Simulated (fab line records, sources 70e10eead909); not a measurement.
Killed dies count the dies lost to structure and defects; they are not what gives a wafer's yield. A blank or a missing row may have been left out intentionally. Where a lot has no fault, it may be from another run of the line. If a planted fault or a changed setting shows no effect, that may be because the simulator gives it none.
Chamber matching	flow nand harc	NHARC_A_CHANNEL_FILL_D2_ETCHBACK_20 on rie diel-13 has 4 sister chambers
The step etches the open film in C4F8/O2/Ar, target depth 27 nm, time 13.5 s. 33 wafers are shown with their chamber, then 12 later ones without.

WAFERS PAIRED WITH THEIR CHAMBERS
wafer	chamber	rf vpp V (V)	oes product au (a.u.)
L074.1	3	973	1.003
L074.3	0	979	0.996
L074.4	1	986	0.995
L075.1	1	986	1.001
L075.2	0	980	0.989
L075.4	3	972	0.989
L076.1	0	979	1.005
L076.2	3	974	1.003
L076.6	1	986	1.013
L077.1	0	979	1.007
L077.3	1	988	1.002
L077.4	3	972	1.006
L079.3	3	973	0.945
L079.4	0	980	0.939
L079.6	1	987	0.940
L081.1	2	976	0.998
L081.2	0	979	1.000
L081.5	0	981	0.998
L084.2	0	980	0.981
L084.3	1	986	0.992
L084.6	3	973	1.000
L086.1	3	975	1.000
L086.5	3	972	0.996
L086.6	1	985	1.000
L087.1	2	979	0.909
L087.2	3	973	0.921
L087.5	0	980	0.915
L088.1	3	973	1.002
L088.2	2	977	1.000
L088.4	0	979	1.002
L089.3	1	985	0.963
L089.4	1	986	0.967
L089.5	2	977	0.950

SIGNATURES (means of the wafers above)
reading	chamber 0	chamber 1	chamber 2	chamber 3	scatter within a chamber
rf vpp V	979.60	986.11	977.25	973.00	0.91
oes product au	0.98320	0.98589	0.96425	0.98650	0.0303
Rule: a wafer's distance from a chamber is the root of the sum, over the readings, of the square of ((its reading less the chamber's mean) divided by the reading's scatter). The wafer belongs to the nearest chamber; if the next one is less than 2 further off, it can't be placed. How the scatter is found: for the shown wafers, subtract from each reading the mean of its chamber, square and add these, divide the total by (wafers less chambers), then take the root.

WAFERS MISSING THEIR CHAMBER
wafer	rf vpp V (V)	oes product au (a.u.)
L092.2	974	1.003
L092.4	980	1.009
L092.5	980	1.013
L095.1	974	1.000
L095.2	988	1.015
L095.3	979	1.008
L095.4	977	1.007
L095.5	977	1.002
L095.6	988	1.010
L097.2	978	0.989
L097.3	987	1.000
L097.6	978	1.000

EACH ONE'S CHAMBER
wafer	from the rows above	in truth
L092.2	3	3
L092.4	0	0
L092.5	0	0
L095.1	3	3
L095.2	1	1
L095.3	can't be placed: 0 or 2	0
L095.4	can't be placed: 2 or 0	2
L095.5	can't be placed: 2 or 0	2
L095.6	1	1
L097.2	can't be placed: 2 or 0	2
L097.3	1	1
L097.6	can't be placed: 2 or 0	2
Placed correctly: 7 of 12. These rows do not allow placing 5 (true chamber among the candidates in 5). Placed wrongly: 0.
